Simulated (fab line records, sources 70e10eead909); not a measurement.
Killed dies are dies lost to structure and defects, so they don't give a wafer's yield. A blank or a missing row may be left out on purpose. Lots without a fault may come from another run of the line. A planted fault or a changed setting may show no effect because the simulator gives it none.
Which tool did it? | flow nand_harc | 24 lots, 72 wafers sampled, at 6 steps of a route of 1302

WHAT THE GAUGES READ, wafer by wafer
NHARC_P_STI_INSPECT_11. Usual: raw_defect_count 6.0, standard deviation 2.6.
lot  | measured     | on                | raw_defect_count | flag
L074 | day 3 01:33  | defect_inspect-01 | 6 7 3            |
L075 | day 3 01:23  | defect_inspect-01 | 8 5 6            |
L076 | day 3 16:08  | defect_inspect-01 | 5 10 9           |
L077 | day 4 00:22  | defect_inspect-01 | 8 2 3            |
L078 | day 4 10:18  | defect_inspect-01 | 6 17 9           |
L079 | day 4 21:46  | defect_inspect-01 | 8 5 6            |
L080 | day 5 06:58  | defect_inspect-01 | 4 6 7            |
L081 | day 5 16:25  | defect_inspect-02 | 4 7 2            |
L082 | day 6 06:32  | defect_inspect-02 | 5 9 10           |
L083 | day 6 12:50  | defect_inspect-02 | 5 2 2            |
L084 | day 6 21:56  | defect_inspect-01 | 7 2 6            |
L085 | day 7 09:13  | defect_inspect-02 | 3 3 4            |
L086 | day 8 01:49  | defect_inspect-01 | 3 2 5            |
L087 | day 8 01:40  | defect_inspect-02 | 10 7 10          |
L088 | day 8 16:20  | defect_inspect-01 | 10 3 9           |
L089 | day 9 01:21  | defect_inspect-01 | 7 5 6            |
L090 | day 9 11:59  | defect_inspect-02 | 5 1 8            |
L091 | day 9 20:02  | defect_inspect-02 | 5 5 14           |
L092 | day 10 06:43 | defect_inspect-02 | 4 4 4            |
L093 | day 10 17:31 | defect_inspect-02 | 9 6 4            |
L094 | day 11 03:02 | defect_inspect-01 | 6 5 3            |
L095 | day 11 14:02 | defect_inspect-02 | 8 6 9            |
L096 | day 12 00:52 | defect_inspect-02 | 6 9 6            |
L097 | day 12 10:32 | defect_inspect-01 | 5 7 6            |

NHARC_P_CONTACT_OVL_MEAS_13. Usual: overlay_x_nm 0.1 nm, standard deviation 0.81; overlay_y_nm -0.2 nm, standard deviation 0.72.
lot  | measured     | on         | overlay_x_nm (nm) | overlay_y_nm (nm) | flag
L074 | day 6 01:49  | overlay-01 | 1.0 0.9 1.3       | 0.5 0.5 0.1       |
L075 | day 6 01:17  | overlay-02 | 0.7 0.6 0.3       | -0.2 -0.5 -0.3    |
L076 | day 6 17:24  | overlay-01 | 1.1 0.5 0.0       | -0.6 -0.2 -0.1    |
L077 | day 7 00:49  | overlay-02 | -0.1 0.8 0.0      | -1.3 -1.7 -2.1    |
L078 | day 7 09:38  | overlay-02 | -0.8 -0.5 -1.1    | -0.7 -0.7 -0.2    |
L079 | day 7 23:12  | overlay-01 | -1.0 -0.8 0.0     | 0.3 0.1 0.3       |
L080 | day 8 03:56  | overlay-01 | -0.4 -0.3 -0.3    | -0.3 -0.5 -0.4    |
L081 | day 8 15:36  | overlay-01 | -0.2 -0.7 -0.5    | -1.1 -0.7 -1.3    |
L082 | day 9 05:11  | overlay-02 | 0.8 0.9 0.6       | -0.8 -0.9 -0.5    |
L083 | day 9 12:16  | overlay-01 | -0.2 0.2 -0.1     | -0.7 -0.4 0.0     |
L084 | day 10 02:18 | overlay-02 | -0.2 0.4 -0.1     | -1.5 -1.1 -0.9    |
L085 | day 10 10:18 | overlay-01 | 1.3 1.1 1.2       | -0.6 -0.5 -0.8    |
L086 | day 11 07:16 | overlay-01 | 0.3 0.3 0.1       | 0.1 0.4 0.3       |
L087 | day 11 06:15 | overlay-02 | 0.1 -0.6 -0.9     | 0.4 0.8 0.5       |
L088 | day 11 20:38 | overlay-01 | 1.9 1.9 1.0       | -0.5 -0.8 -1.3    |
L089 | day 11 21:09 | overlay-02 | 1.3 0.4 0.6       | 0.4 -0.2 -0.2     |
L090 | day 12 11:39 | overlay-02 | -0.2 0.0 0.0      | -0.1 0.3 0.0      |
L091 | day 12 19:37 | overlay-02 | -1.6 -1.4 -1.6    | -0.4 -0.6 -0.7    |
L092 | day 13 05:55 | overlay-01 | -0.2 -0.3 -0.1    | 1.3 1.5 1.2       |
L093 | day 13 15:40 | overlay-01 | 1.3 0.8 0.8       | -0.7 -0.4 -0.4    |
L094 | day 14 06:55 | overlay-01 | -0.6 0.2 -0.6     | 1.1 0.6 0.7       |
L095 | day 14 11:07 | overlay-01 | -0.3 -0.1 0.1     | 0.3 -0.4 -0.6     |
L096 | day 15 01:44 | overlay-01 | -0.3 -0.6 -1.0    | -0.1 -0.4 0.3     |
L097 | day 15 09:00 | overlay-02 | 0.7 0.0 0.0       | 0.7 0.5 0.6       |

WHICH TOOL RAN EACH LOT (tool, then ch and the chambers of the sampled wafers, then the start)
lot  | NHARC_P_ZERO_WELL_RTA_42         | NHARC_P_GATE_DESCUM_13             | NHARC_P_GATE_ETCH_114                         | NHARC_P_GATE_STRIP_111
L074 | rtp_anneal-01 ch 0, day 2 02:47  | rie_diel-04 ch 0,1,3, day 4 15:13  | rie_diel-04 ch 0,2, day 5 18:12 or earlier    | plasma_asher-02 ch 0,1, day 5 18:12
L075 | rtp_anneal-02 ch 0, day 2 12:53  | rie_diel-06 ch 0,1,2, day 4 15:14  | rie_diel-06 ch 0,2,3, day 5 17:47 or earlier  | plasma_asher-01 ch 0,1, day 5 17:47
L076 | rtp_anneal-02 ch 0, day 3 00:22  | rie_diel-08 ch 0,1,3, day 5 03:46  | rie_diel-06 ch 0,2,3, day 6 09:53 or earlier  | plasma_asher-02 ch 0,1, day 6 09:53
L077 | rtp_anneal-01 ch 0, day 3 09:04  | rie_diel-08 ch 1,2, day 5 11:55    | rie_diel-06 ch 2,3, day 6 16:53 or earlier    | plasma_asher-02 ch 0,1, day 6 16:53
L078 | rtp_anneal-01 ch 0, day 3 18:50  | rie_diel-04 ch 2,3, day 5 23:24    | rie_diel-04 ch 1,3, day 7 01:44 or earlier    | plasma_asher-01 ch 0,1, day 7 01:44
L079 | rtp_anneal-01 ch 0, day 4 04:59  | rie_diel-08 ch 0,2,3, day 6 13:02  | rie_diel-08 ch 0,1, day 7 15:37 or earlier    | plasma_asher-01 ch 0, day 7 15:37
L080 | rtp_anneal-02 ch 0, day 4 14:57  | rie_diel-08 ch 0,1,3, day 6 17:15  | rie_diel-08 ch 0,2,3, day 7 20:22 or earlier  | plasma_asher-02 ch 0,1, day 7 20:22
L081 | rtp_anneal-01 ch 0, day 5 00:46  | rie_diel-08 ch 0,1,2, day 7 04:15  | rie_diel-06 ch 0,1,2, day 8 07:52 or earlier  | plasma_asher-01 ch 0,1, day 8 07:52
L082 | rtp_anneal-02 ch 0, day 5 11:07  | rie_diel-08 ch 0,1, day 7 18:59    | rie_diel-08 ch 0,1,3, day 8 21:35 or earlier  | plasma_asher-02 ch 0,1, day 8 21:35
L083 | rtp_anneal-01 ch 0, day 5 21:09  | rie_diel-04 ch 1,2, day 7 23:16    | rie_diel-06 ch 2,3, day 9 04:53 or earlier    | plasma_asher-01 ch 0,1, day 9 04:53
L084 | rtp_anneal-02 ch 0, day 6 07:03  | rie_diel-06 ch 0,1, day 8 11:54    | rie_diel-04 ch 2,3, day 9 18:44 or earlier    | plasma_asher-02 ch 0,1, day 9 18:44
L085 | rtp_anneal-01 ch 0, day 6 16:58  | rie_diel-04 ch 0,2,3, day 9 00:30  | rie_diel-08 ch 0,1, day 10 02:52 or earlier   | plasma_asher-01 ch 0,1, day 10 02:52
L086 | rtp_anneal-01 ch 0, day 7 09:01  | rie_diel-08 ch 1,3, day 9 13:22    | rie_diel-06 ch 0,2,3, day 10 23:35 or earlier | plasma_asher-01 ch 0,1, day 10 23:35
L087 | rtp_anneal-01 ch 0, day 7 12:51  | rie_diel-06 ch 1,2,3, day 9 13:31  | rie_diel-06 ch 0,3, day 10 22:40 or earlier   | plasma_asher-02 ch 1, day 10 22:40
L088 | rtp_anneal-01 ch 0, day 7 23:04  | rie_diel-08 ch 1,2,3, day 10 10:50 | rie_diel-04 ch 2,3, day 11 12:59 or earlier   | plasma_asher-01 ch 0,1, day 11 12:59
L089 | rtp_anneal-02 ch 0, day 8 09:25  | rie_diel-04 ch 0,1,2, day 10 10:41 | rie_diel-08 ch 1,2, day 11 13:14 or earlier   | plasma_asher-02 ch 0,1, day 11 13:14
L090 | rtp_anneal-02 ch 0, day 8 18:56  | rie_diel-08 ch 0,1,3, day 10 23:28 | rie_diel-08 ch 1,2,3, day 12 04:04 or earlier | plasma_asher-02 ch 0,1, day 12 04:04
L091 | rtp_anneal-01 ch 0, day 9 04:53  | rie_diel-06 ch 0,2,3, day 11 08:00 | rie_diel-06 ch 0,2,3, day 12 12:03 or earlier | plasma_asher-01 ch 0,1, day 12 12:03
L092 | rtp_anneal-02 ch 0, day 9 15:07  | rie_diel-04 ch 0,1,2, day 11 18:56 | rie_diel-04 ch 1,3, day 12 22:11 or earlier   | plasma_asher-02 ch 0,1, day 12 22:11
L093 | rtp_anneal-02 ch 0, day 10 00:55 | rie_diel-04 ch 0,2,3, day 12 05:52 | rie_diel-08 ch 0,1,3, day 13 08:13 or earlier | plasma_asher-02 ch 0,1, day 13 08:13
L094 | rtp_anneal-01 ch 0, day 10 11:57 | rie_diel-06 ch 0,1,2, day 12 20:19 | rie_diel-06 ch 1,2, day 13 23:07 or earlier   | plasma_asher-02 ch 0,1, day 13 23:07
L095 | rtp_anneal-01 ch 0, day 10 20:47 | rie_diel-08 ch 1,3, day 13 00:51   | rie_diel-06 ch 0,2,3, day 14 03:16 or earlier | plasma_asher-01 ch 0,1, day 14 03:16
L096 | rtp_anneal-02 ch 0, day 11 07:01 | rie_diel-04 ch 0,1, day 13 14:17   | rie_diel-08 ch 0,1, day 14 18:09 or earlier   | plasma_asher-01 ch 0,1, day 14 18:09
L097 | rtp_anneal-02 ch 0, day 11 17:17 | rie_diel-04 ch 0,1,3, day 13 22:55 | rie_diel-06 ch 0,1,2, day 15 01:14 or earlier | plasma_asher-02 ch 0,1, day 15 01:14
- NHARC_P_ZERO_WELL_RTA_42: time 300 s.
- NHARC_P_GATE_DESCUM_13: chemistry O2, time 3 s.
- NHARC_P_GATE_ETCH_114: etches the open film in CF4/O2, target depth 30 nm, overetch 3 nm, time 16.5 s.
- NHARC_P_GATE_STRIP_111: strips in N2/H2, time 250 s.

WHAT THE TOOLS THEMSELVES READ (means of the sampled wafers that have a number; where no wafer has one, the mark that the record gives instead)
NHARC_P_ZERO_WELL_RTA_42. Usual: lamp_power_pct 38 %, standard deviation 3.8; lamp_zone_6_pct 38 %, standard deviation 3.8; wafer_temp_C_max 1107.5, standard deviation 2.6.
lot  | tool          | lamp_power_pct (%) | lamp_zone_6_pct (%) | wafer_temp_C_max | flag
L074 | rtp_anneal-01 | 34                 | 34                  | 1109.5           |
L075 | rtp_anneal-02 | 42                 | 42                  | 1104.0           |
L076 | rtp_anneal-02 | 42                 | 42                  | 1106.2           |
L077 | rtp_anneal-01 | 34                 | 34                  | 1109.7           |
L078 | rtp_anneal-01 | 34                 | 34                  | 1109.8           |
L079 | rtp_anneal-01 | 34                 | 34                  | 1108.6           |
L080 | rtp_anneal-02 | 42                 | 42                  | 1105.8           |
L081 | rtp_anneal-01 | 34                 | 34                  | 1109.6           |
L082 | rtp_anneal-02 | 42                 | 42                  | 1104.6           |
L083 | rtp_anneal-01 | 34                 | 34                  | 1111.6           |
L084 | rtp_anneal-02 | 42                 | 42                  | 1106.1           |
L085 | rtp_anneal-01 | 34                 | 34                  | 1109.5           |
L086 | rtp_anneal-01 | 34                 | 34                  | 1109.4           |
L087 | rtp_anneal-01 | 34                 | 34                  | 1109.2           |
L088 | rtp_anneal-01 | 34                 | 34                  | 1109.2           |
L089 | rtp_anneal-02 | 42                 | 42                  | 1104.8           |
L090 | rtp_anneal-02 | 42                 | 42                  | 1105.1           |
L091 | rtp_anneal-01 | 34                 | 34                  | 1109.7           |
L092 | rtp_anneal-02 | 42                 | 42                  | 1104.7           |
L093 | rtp_anneal-02 | 42                 | 42                  | 1104.5           |
L094 | rtp_anneal-01 | 34                 | 34                  | 1108.9           |
L095 | rtp_anneal-01 | 34                 | 34                  | 1110.6           |
L096 | rtp_anneal-02 | 42                 | 42                  | 1105.5           |
L097 | rtp_anneal-02 | 42                 | 42                  | 1105.2           |

NHARC_P_GATE_DESCUM_13. Usual: drypump_motor_current_A 5.6 A, standard deviation 0.34; mfc_ar_sccm 0.008 sccm, standard deviation 0.012; oes_product_au 1.002 a.u., standard deviation 0.014; rf_vpp_V 57.7 V, standard deviation 0.86; showerhead_plenum_p_Torr 1.91 Torr, standard deviation 0.071; throttle_valve_pct 11.312 %, standard deviation 0.0089.
lot  | tool        | drypump_motor_current_A (A) | mfc_ar_sccm (sccm) | oes_product_au (a.u.) | rf_vpp_V (V) | showerhead_plenum_p_Torr (Torr) | throttle_valve_pct (%) | flag
L074 | rie_diel-04 | 6.0                         | 0.006              | 1.018                 | 57.4         | 1.87                            | 11.307                 |
L075 | rie_diel-06 | 5.6                         | 0.009              | 0.996                 | 58.0         | 1.93                            | 11.316                 |
L076 | rie_diel-08 | 5.5                         | 0.009              | 1.009                 | 58.4         | 1.88                            | 11.316                 |
L077 | rie_diel-08 | 5.5                         | 0.009              | 1.024                 | 57.4         | 1.91                            | 11.317                 |
L078 | rie_diel-04 | 5.9                         | 0.011              | 1.020                 | 58.0         | 1.91                            | 11.324                 |
L079 | rie_diel-08 | 5.5                         | 0.018              | 0.990                 | 58.6         | 1.96                            | 11.304                 |
L080 | rie_diel-08 | 5.5                         | 0.009              | 1.001                 | 56.8         | 1.88                            | 11.311                 |
L081 | rie_diel-08 | 5.3                         | 0.009              | 1.009                 | 58.0         | 1.92                            | 11.307                 |
L082 | rie_diel-08 | 5.2                         | 0.000              | 0.996                 | 58.5         | 1.85                            | 11.314                 |
L083 | rie_diel-04 | 5.7                         | 0.000              | 1.003                 | 58.0         | 1.91                            | 11.312                 |
L084 | rie_diel-06 | 5.5                         | 0.017              | 0.987                 | 57.5         | 1.95                            | 11.315                 |
L085 | rie_diel-04 | 5.7                         | 0.006              | 1.001                 | 57.9         | 1.89                            | 11.323                 |
L086 | rie_diel-08 | 5.6                         | 0.009              | 1.004                 | 57.1         | 1.87                            | 11.306                 |
L087 | rie_diel-06 | 5.7                         | 0.000              | 0.999                 | 58.4         | 1.94                            | 11.304                 |
L088 | rie_diel-08 | 5.6                         | 0.018              | 1.003                 | 57.7         | 1.95                            | 11.315                 |
L089 | rie_diel-04 | 5.6                         | 0.000              | 0.996                 | 57.5         | 1.89                            | 11.317                 |
L090 | rie_diel-08 | 5.5                         | 0.009              | 0.998                 | 56.8         | 1.88                            | 11.314                 |
L091 | rie_diel-06 | 5.5                         | 0.009              | 1.005                 | 58.8         | 1.92                            | 11.318                 |
L092 | rie_diel-04 | 5.6                         | 0.000              | 1.000                 | 56.8         | 1.88                            | 11.311                 |
L093 | rie_diel-04 | 5.7                         | 0.006              | 0.997                 | 57.5         | 1.89                            | 11.316                 |
L094 | rie_diel-06 | 5.7                         | 0.009              | 1.010                 | 58.1         | 1.92                            | 11.306                 |
L095 | rie_diel-08 | 5.6                         | 0.009              | 0.989                 | 57.6         | 1.87                            | 11.327                 |
L096 | rie_diel-04 | 5.8                         | 0.000              | 0.997                 | 56.9         | 1.85                            | 11.319                 |
L097 | rie_diel-04 | 5.9                         | 0.006              | 1.008                 | 57.5         | 1.87                            | 11.313                 |

NHARC_P_GATE_ETCH_114. Usual: cf4_flow_sccm 79.98 sccm, standard deviation 0.25; drypump_motor_current_A 5.6 A, standard deviation 0.32; mfc_ar_sccm 0.007 sccm, standard deviation 0.011; oes_product_au 1.001 a.u., standard deviation 0.012; rf_vpp_V 197.8 V, standard deviation 1.1; showerhead_plenum_p_Torr 1.34 Torr, standard deviation 0.043; throttle_valve_pct 13.398 %, standard deviation 0.0091.
lot  | tool        | cf4_flow_sccm (sccm) | drypump_motor_current_A (A) | mfc_ar_sccm (sccm) | oes_product_au (a.u.) | rf_vpp_V (V) | showerhead_plenum_p_Torr (Torr) | throttle_valve_pct (%) | flag
L074 | rie_diel-04 | 80.11                | 5.5                         | 0.000              | 0.993                 | 197.6        | 1.31                            | 13.395                 |
L075 | rie_diel-06 | 80.08                | 5.5                         | 0.009              | 0.985                 | 197.1        | 1.34                            | 13.408                 |
L076 | rie_diel-06 | 79.87                | 5.5                         | 0.009              | 1.000                 | 198.1        | 1.34                            | 13.397                 |
L077 | rie_diel-06 | 80.02                | 5.6                         | 0.000              | 1.002                 | 197.2        | 1.35                            | 13.401                 |
L078 | rie_diel-04 | 79.97                | 6.1                         | 0.011              | 1.018                 | 196.5        | 1.32                            | 13.406                 |
L079 | rie_diel-08 | 80.07                | 5.4                         | 0.000              | 1.015                 | 196.8        | 1.29                            | 13.400                 |
L080 | rie_diel-08 | 79.97                | 5.4                         | 0.018              | 0.984                 | 198.1        | 1.37                            | 13.390                 |
L081 | rie_diel-06 | 79.73                | 5.7                         | 0.009              | 0.998                 | 198.5        | 1.34                            | 13.391                 |
L082 | rie_diel-08 | 80.19                | 5.5                         | 0.009              | 1.004                 | 197.4        | 1.32                            | 13.399                 |
L083 | rie_diel-06 | 80.02                | 5.7                         | 0.000              | 1.000                 | 198.4        | 1.32                            | 13.401                 |
L084 | rie_diel-04 | 80.14                | 5.5                         | 0.006              | 1.000                 | 198.7        | 1.35                            | 13.403                 |
L085 | rie_diel-08 | 79.83                | 5.2                         | 0.000              | 1.014                 | 197.7        | 1.29                            | 13.401                 |
L086 | rie_diel-06 | 79.91                | 5.5                         | 0.009              | 1.004                 | 198.0        | 1.34                            | 13.393                 |
L087 | rie_diel-06 | 80.42                | 5.3                         | 0.017              | 1.002                 | 198.2        | 1.35                            | 13.402                 |
L088 | rie_diel-04 | 80.09                | 5.5                         | 0.006              | 1.002                 | 197.7        | 1.35                            | 13.399                 |
L089 | rie_diel-08 | 79.79                | 5.4                         | 0.019              | 0.995                 | 198.3        | 1.38                            | 13.388                 |
L090 | rie_diel-08 | 80.03                | 5.6                         | 0.018              | 1.005                 | 197.7        | 1.36                            | 13.402                 |
L091 | rie_diel-06 | 79.78                | 5.5                         | 0.009              | 1.004                 | 198.2        | 1.34                            | 13.395                 |
L092 | rie_diel-04 | 80.06                | 6.1                         | 0.011              | 1.006                 | 197.3        | 1.32                            | 13.398                 |
L093 | rie_diel-08 | 80.14                | 5.5                         | 0.009              | 0.997                 | 196.8        | 1.32                            | 13.398                 |
L094 | rie_diel-06 | 79.59                | 5.9                         | 0.000              | 0.992                 | 198.1        | 1.35                            | 13.402                 |
L095 | rie_diel-06 | 79.96                | 5.5                         | 0.009              | 1.013                 | 198.3        | 1.34                            | 13.406                 |
L096 | rie_diel-08 | 79.97                | 5.2                         | 0.000              | 1.014                 | 196.8        | 1.29                            | 13.398                 |
L097 | rie_diel-06 | 80.15                | 5.6                         | 0.009              | 0.994                 | 198.5        | 1.34                            | 13.397                 |

NHARC_P_GATE_STRIP_111. Usual: drypump_motor_current_A 5.4 A, standard deviation 0.43; heater_power_w 93 W, standard deviation 12.
lot  | tool            | drypump_motor_current_A (A) | heater_power_w (W) | flag
L074 | plasma_asher-02 | 5.3                         | 92                 |
L075 | plasma_asher-01 | 5.2                         | 86                 |
L076 | plasma_asher-02 | 5.3                         | 94                 |
L077 | plasma_asher-02 | 5.3                         | 93                 |
L078 | plasma_asher-01 | 5.2                         | 86                 |
L079 | plasma_asher-01 | 4.8                         | 86                 |
L080 | plasma_asher-02 | 5.6                         | 103                |
L081 | plasma_asher-01 | 5.2                         | 90                 |
L082 | plasma_asher-02 | 5.5                         | 102                |
L083 | plasma_asher-01 | 5.2                         | 90                 |
L084 | plasma_asher-02 | 5.5                         | 103                |
L085 | plasma_asher-01 | 5.1                         | 88                 |
L086 | plasma_asher-01 | 5.2                         | 89                 |
L087 | plasma_asher-02 | 5.8                         | 114                |
L088 | plasma_asher-01 | 5.2                         | 89                 |
L089 | plasma_asher-02 | 5.5                         | 104                |
L090 | plasma_asher-02 | 5.6                         | 102                |
L091 | plasma_asher-01 | 5.5                         | 91                 |
L092 | plasma_asher-02 | 5.5                         | 102                |
L093 | plasma_asher-02 | 5.5                         | 100                |
L094 | plasma_asher-02 | 5.3                         | 91                 |
L095 | plasma_asher-01 | 5.2                         | 89                 |
L096 | plasma_asher-01 | 5.5                         | 90                 |
L097 | plasma_asher-02 | 5.3                         | 88                 |

THE ANSWER, worked out from the rows above alone
Rule: a lot is off if the mean of its wafers that have a number lies more than 3 standard deviations from the usual mean. A lot without any number at a reading at which 4 lots or more have one is off too. The other lots that the step has rows for count as sound. The gauges are gone through in route order, then the tools' own readings, and for those a lot's mean is taken as printed above. The first step at which some lot is off is used, and at that step the reading that is off furthest; a lot without a number counts as furthest.
No lot is off at any reading shown: from this, nothing can be told.

WHAT THE SIMULATOR HAD PUT IN
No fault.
